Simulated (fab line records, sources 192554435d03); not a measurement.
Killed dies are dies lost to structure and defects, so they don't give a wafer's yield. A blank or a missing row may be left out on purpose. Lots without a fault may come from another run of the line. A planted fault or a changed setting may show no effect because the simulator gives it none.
Chamber matching | flow n5_finfet | N5_BEOL_M12_DEP_53 on pecvd-04: 3 sister chambers
The step deposits SiCN from 3MS/NH3, target thk 30 nm, time 10.5 s. 6 wafers are shown with their chamber, then 8 later ones without.

WAFERS WITH THEIR CHAMBER
wafer  | chamber | showerhead_plenum_p_Torr (Torr) | throttle_valve_pct (%)
L081.5 | 1       | 4.168                           | 18.0
L083.4 | 2       | 4.086                           | 17.5
L085.1 | 0       | 4.173                           | 17.2
L085.5 | 0       | 4.172                           | 17.3
L085.6 | 1       | 4.165                           | 17.2
L087.1 | 2       | 4.081                           | 17.4

WAFERS WITHOUT THEIR CHAMBER
wafer  | showerhead_plenum_p_Torr (Torr) | throttle_valve_pct (%)
L087.5 | 4.090                           | 17.8
L087.6 | 4.176                           | 17.4
L088.1 | 4.087                           | 17.6
L088.4 | 4.182                           | 17.3
L088.5 | 4.087                           | 17.7
L091.1 | 4.186                           | 17.4
L091.4 | 4.080                           | 17.5
L091.5 | 4.173                           | 17.2

WHICH CHAMBER EACH WENT THROUGH
wafer  | from the rows above | in truth
L087.5 | 2                   | 2
L087.6 | 0                   | 0
L088.1 | 2                   | 2
L088.4 | 0                   | 0
L088.5 | 2                   | 2
L091.1 | 0                   | 0
L091.4 | 2                   | 2
L091.5 | 0                   | 0
Placed correctly: 8 of 8. Can't be placed from these rows: 0. Placed wrongly: 0.
How it was worked out, from the rows above alone: a wafer's distance from a chamber is the root of the sum, over the readings, of the square of ((its reading less the chamber's mean) divided by the reading's scatter). The wafer belongs to the nearest chamber; if the next one is less than 2 further off, it can't be placed. A chamber's mean is the mean of its shown wafers. The scatter: the root of (the sum of the squares of (reading less its chamber's mean) over the shown wafers, divided by (wafers less chambers)).
